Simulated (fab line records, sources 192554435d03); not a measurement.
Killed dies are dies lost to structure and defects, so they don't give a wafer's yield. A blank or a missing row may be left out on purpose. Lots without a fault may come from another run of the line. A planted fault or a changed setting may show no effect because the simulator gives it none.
fab line records | flow n5_finfet
record lots=5 wafers=15 last_day=18
route steps=1938 shown TV_OPEN@1889 PAD_METAL@1893 PASSIVATION@1897
lots that met no fault: from a run of the same line without faults
start_h: hours from the record's first day to the start of the lot's first wafer shown | wait_h: hours since the lot's step before | " the same as in the row above | L1.1+2: a row that stands for several wafers | - no value, or no start given | * or withheld: withheld | < > ~ a bound
route shown NAME@n: a module of which the file shows steps, and the number in the route of the first | usual: mean/standard deviation of fault-free wafers | same: alike in all rows | chamber/n: place in a boat | sites: the reading at each site | _std_site: their standard deviation | _edge_site: outer sites' mean less inner sites' | radius_mm: how far each site lies from the wafer's centre | mask NAME#n: copy n | behind: the tool/chamber that last shaped the wafer | hold: why the lot was held/for how many hours/how that ended | device: the transistor (n, p or np) that didn't switch | end of line: the same wafers' tests at the end of the route | a step without rows: its recipe alone | killed: dies lost to structure and defects at the first sort, not the wafer's yield | map: a wafer's dies, x killed, . not, _ none there
set.NAME: the setting as run; set.NAME@STEP: as run at that earlier step | model.NAME: the simulator's own value behind a step, which no gauge read
lots at some steps of the route; a table a step, a row a wafer
services: from which hour (start_h, from the record's first day; less than 0 if before it) a tool's chamber was out of use, for how many hours, and why
## steps
# step N5_PASSIVATION_STRIP_14
# recipe chemistry=O2 power_w=600 temp_c=60 pressure_mtorr=30 rf_frequency_hz=6e+07 bias_power_w=0 overash_fraction=0.5 o2_flow_sccm=225
# usual drypump_motor_current_A=5.77/0.26 oes_product_au=0.79/0.08 rf_vpp_V=3.7/0.96 showerhead_plenum_p_Torr=2.11/0.071 throttle_valve_pct=16.62/0.26
# columns lot.wafer tool chamber start_h wait_h drypump_motor_current_A oes_product_au rf_hours_counter_h rf_vpp_V showerhead_plenum_p_Torr throttle_valve_pct
L335.1 rie_diel-05 3 262.21 0.1 5.63 0.87 46 2.6 2.11 16.52
L335.2 " 0 " " 5.59 0.90 29 4.9 2.12 16.14
L335.5 " 3 " " 5.62 0.86 - 2.7 2.11 16.53
L341.4 rie_diel-03 3 331.34 0.1 5.45 0.74 167 1.4 2.01 16.83
L341.5 " 0 " " 5.60 0.85 - 5.1 2.14 16.67
L341.6 " 1 " " 6.34 0.69 - 3.2 2.17 16.49
L345.2 rie_diel-05 2 343.49 0.1 6.07 0.69 247 4.4 1.96 16.96
L345.3 " 3 " " 5.61 0.83 67 2.4 2.11 16.55
L345.5 " 2 " " 6.03 0.68 - 3.3 1.96 16.96
L344.1 rie_diel-03 3 348.83 0.1 5.44 0.74 172 5.5 2.01 16.84
L344.2 " 1 " " 6.31 0.68 215 2.9 2.17 16.54
L344.5 " 0 " " 5.61 0.83 - 2.6 2.14 16.68
L356.1 rie_diel-05 0 428.66 0.1 5.67 0.83 79 4.8 2.11 16.23
L356.4 " 1 " " 5.90 0.93 27 3.1 2.16 16.71
L356.6 " 0 " " 5.65 0.84 - 5.7 2.11 16.22
# step N5_PASSIVATION_ETCH_15
# recipe chemistry=CF4/N2 target=SiCN target_depth_a=750 taper_deg=2 time_s=81.2 ion_energy_ev=150 mask_material=SiNx pressure_mtorr=40 source_w=430 bias_w=70 Ar_flow_sccm=100 cf4_flow_sccm=60 n2_flow_sccm=60
# step N5_PASSIVATION_STRIP_73
# recipe chemistry=post_etch_residue_remover time_s=60 temp_c=25 remover_ph=withheld remover_water_wt_pct=withheld remover_fluoride_wt_pct=withheld
# step N5_PASSIVATION_SRD_17
# recipe time_s=30 temp_c=23 rinse_liquid=diw dry=n2_spin spin_rpm=1500 dry_time_s=30
# step N5_PASSIVATION_DEGAS_18
# recipe ambient=vacuum temp_c=300 time_s=60
# usual heater_power_w=458/40
# columns lot.wafer tool chamber start_h wait_h heater_power_w
L335.1 pvd_sputter-02 - 262.46 0.1 389
L335.2 " - " " 436
L335.5 " - " " 397
L341.4 pvd_sputter-03 - 331.98 0.4 429
L341.5 " - " " 445
L341.6 " - " " 432
L345.2 pvd_sputter-03 - 344.31 0.6 565
L345.3 " - " " 440
L345.5 " - " " 435
L344.1 pvd_sputter-02 - 350.10 1.1 457
L344.2 " - " " 408
L344.5 " - " " 473
L356.1 pvd_sputter-01 - 429.81 0.9 433
L356.4 " - " " 475
L356.6 " - " " 487
# step N5_PASSIVATION_PRE_CLEAN_19
# recipe gas=H2/He time_s=* temp_c=*
# usual heater_power_w=458/41
# columns lot.wafer tool chamber start_h wait_h heater_power_w
L335.1 pvd_sputter-02 - 262.50 0.0 396
L335.2 " - " " 447
L335.5 " - " " 397
L341.4 pvd_sputter-03 - 332.02 0.0 425
L341.5 " - " " 432
L341.6 " - " " 422
L345.2 pvd_sputter-03 - 344.35 0.0 576
L345.3 " - " " 439
L345.5 " - " " 452
L344.1 pvd_sputter-02 - 350.14 0.0 470
L344.2 " - " " 385
L344.5 " - " " 485
L356.1 pvd_sputter-01 - 429.85 0.0 434
L356.4 " - " " 476
L356.6 " - " " 481
# step N5_PASSIVATION_SPUTTER_20
# recipe material=TaN target_thk_a=500 temp_c=25 chamber_pressure_pa=0.4
# usual substrate_temp_c=25.00/0.11 throttle_valve_pct=30.0/0.94
# columns lot.wafer tool chamber start_h wait_h substrate_temp_c throttle_valve_pct
L335.1 pvd_sputter-02 - 262.54 0.0 24.99 30.1
L335.2 " - " " 25.08 31.7
L335.5 " - " " 24.90 30.3
L341.4 pvd_sputter-03 - 332.06 0.0 25.01 28.2
L341.5 " - " " 25.03 28.3
L341.6 " - " " 24.88 30.2
L345.2 pvd_sputter-03 - 344.39 0.0 25.14 29.2
L345.3 " - " " 25.07 28.1
L345.5 " - " " 25.08 28.4
L344.1 pvd_sputter-02 - 350.18 0.0 24.82 29.4
L344.2 " - " " 24.82 30.1
L344.5 " - " " 25.13 30.5
L356.1 pvd_sputter-01 - 429.89 0.0 24.98 29.1
L356.4 " - " " 25.09 29.9
L356.6 " - " " 25.11 30.0
# step N5_PASSIVATION_AL_DEP_21
# recipe material=Al target_thk_a=28000 temp_c=400 time_s=170 power_w=30000 chamber_pressure_pa=0.4 gas=Ar
# usual substrate_temp_c=400.03/0.24 throttle_valve_pct=30.0/0.97
# columns lot.wafer tool chamber start_h wait_h substrate_temp_c throttle_valve_pct
L335.1 pvd_sputter-02 - 262.64 0.1 399.71 30.3
L335.2 " - " " 400.15 31.7
L335.5 " - " " 399.95 30.2
L341.4 pvd_sputter-03 - 332.16 0.1 400.12 28.1
L341.5 " - " " 399.94 28.3
L341.6 " - " " 400.32 30.3
L345.2 pvd_sputter-03 - 344.49 0.1 400.18 29.5
L345.3 " - " " 400.01 28.5
L345.5 " - " " 400.15 28.2
L344.1 pvd_sputter-02 - 350.28 0.1 400.00 29.7
L344.2 " - " " 399.96 30.4
L344.5 " - " " 400.19 30.8
L356.1 pvd_sputter-01 - 429.99 0.1 399.86 29.2
L356.4 " - " " 400.27 29.8
L356.6 " - " " 400.02 29.8
# step N5_PASSIVATION_HMDS_23
# recipe time_s=60 temp_c=120
# step N5_PASSIVATION_COAT_24
# recipe spin_rpm=3000 resist_thk_nm=withheld
# step N5_PASSIVATION_EBR_26
# recipe solvent=PGMEA ebr_width_mm=1.5
# step N5_PASSIVATION_SOFTBAKE_25
# recipe temp_c=100 time_s=90
# step N5_PASSIVATION_EXPOSE_27
# recipe mask_id=PAD na=0.55 source_shape=conventional sigma_outer=0.8 polarization=unpolarized defocus_nm=0 dose_mj=32.3
# usual exposure_dose_mJ_cm2=32.293/0.029
# same sigma_outer=0.8
# columns lot.wafer tool chamber start_h wait_h mask exposure_dose_mJ_cm2
L335.1 krf_scanner-02 0 263.06 - PAD#0 32.332
L335.2 " 0 " " PAD#0 32.315
L335.5 " 0 " " PAD#0 32.268
L341.4 krf_scanner-02 0 332.60 - PAD#0 28.393
L341.5 " 0 " " PAD#0 28.420
L341.6 " 0 " " PAD#0 28.438
L345.2 krf_scanner-01 0 344.92 - PAD#0 32.249
L345.3 " 0 " " PAD#0 32.291
L345.5 " 0 " " PAD#0 32.254
L344.1 krf_scanner-01 0 350.57 - PAD#0 32.246
L344.2 " 0 " " PAD#0 32.305
L344.5 " 0 " " PAD#0 32.300
L356.1 krf_scanner-01 0 430.28 - PAD#0 32.291
L356.4 " 0 " " PAD#0 32.321
L356.6 " 0 " " PAD#0 32.297
# step N5_PASSIVATION_PEB_28
# recipe peb_temp_c=withheld peb_time_s=*
# step N5_PASSIVATION_DEVELOP_29
# recipe develop_time_s=60 rinse_liquid=diw dry=air_spin dev_temp_c=21
# step N5_PASSIVATION_HARDBAKE_31
# recipe temp_c=130 time_s=120
# step N5_PASSIVATION_CD_MEAS_30
# recipe target_cd_nm=4000 landing_energy_ev=500 detector=se_inlens polarity=opening
# usual cd_nm=4000.7/2.1
# columns lot.wafer tool chamber start_h wait_h cd_nm
L335.1 cd_sem-03 0 263.24 - 4000.0
L335.2 " 0 " " 4001.2
L335.5 " 0 " " 4001.0
L341.4 cd_sem-01 0 332.76 - 3977.2
L341.5 " 0 " " 3976.3
L341.6 " 0 " " 3974.8
L345.2 cd_sem-03 0 345.09 - 4003.4
L345.3 " 0 " " 4002.2
L345.5 " 0 " " 4003.2
L344.1 cd_sem-01 0 350.75 - 4002.0
L344.2 " 0 " " 4002.9
L344.5 " 0 " " 4001.7
L356.1 cd_sem-01 0 430.46 - 4005.0
L356.4 " 0 " " 4001.7
L356.6 " 0 " " 3999.5
# step N5_PASSIVATION_OVL_MEAS_63
# recipe points_per_wafer=44
# usual PAD_OVL=1/7
# columns lot.wafer tool chamber start_h wait_h PAD_OVL[nm]
L335.1 overlay-01 0 263.29 0.1 4
L335.2 " 0 " " 7
L335.5 " 0 " " 5
L341.4 overlay-02 0 332.79 0.0 7
L341.5 " 0 " " 13
L341.6 " 0 " " 16
L345.2 overlay-01 0 345.12 0.0 -14
L345.3 " 0 " " -1
L345.5 " 0 " " -7
L344.1 overlay-02 0 350.78 0.0 -1
L344.2 " 0 " " -6
L344.5 " 0 " " 0
L356.1 overlay-01 0 430.49 0.0 7
L356.4 " 0 " " 4
L356.6 " 0 " " -4
## services
# columns tool chamber start_h hours kind
rie_diel-05 3 239.24 9.6 repair
rie_diel-03 1 264.32 8.9 repair
rie_diel-05 - 264.84 14.6 pm
pvd_sputter-01 - 272.12 7.8 repair
krf_scanner-02 - 272.34 7.9 repair
krf_scanner-01 0 273.15 - calibration
krf_scanner-02 - 287.92 0.5 repair
krf_scanner-01 - 288.40 1.3 pm
rie_diel-05 1 312.03 4.2 repair
krf_scanner-02 - 314.28 0.6 repair
krf_scanner-02 - 319.73 0.2 repair
rie_diel-05 1 326.87 - clean
rie_diel-05 1 326.87 - consumable_replace:focus_ring
rie_diel-05 - 329.63 7.5 repair
krf_scanner-01 - 332.65 0.8 pm
krf_scanner-01 - 352.06 1.0 pm
pvd_sputter-01 - 353.12 1.8 repair
krf_scanner-02 - 358.72 1.0 pm
rie_diel-05 3 365.69 3.9 repair
krf_scanner-02 - 366.64 1.3 pm
krf_scanner-02 - 394.74 1.2 repair
pvd_sputter-03 - 400.63 1.9 repair
krf_scanner-02 - 400.79 0.8 pm
krf_scanner-02 - 402.51 7.2 pm
## key
first_sign step=N5_PASSIVATION_EXPOSE_27 reading=exposure_dose_mJ_cm2 direction=down sigmas=99+ usual=32.293 struck=28.417
effect step=N5_PASSIVATION_CD_MEAS_30 reading=cd_nm direction=down sigmas=12 usual=4000.7 struck=3976.1
met_at N5_PASSIVATION_EXPOSE_27
struck_wafers L341.4,L341.5,L341.6
onset_between 263.06 332.60
fault kind=process_parameter_drift tool=krf_scanner-02 chamber=- onset_h=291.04 steps=N5_PASSIVATION_EXPOSE_27 channel=dose_mj offset=-3.8988 shape=step acts_in=these_recipes_only stated=32.3
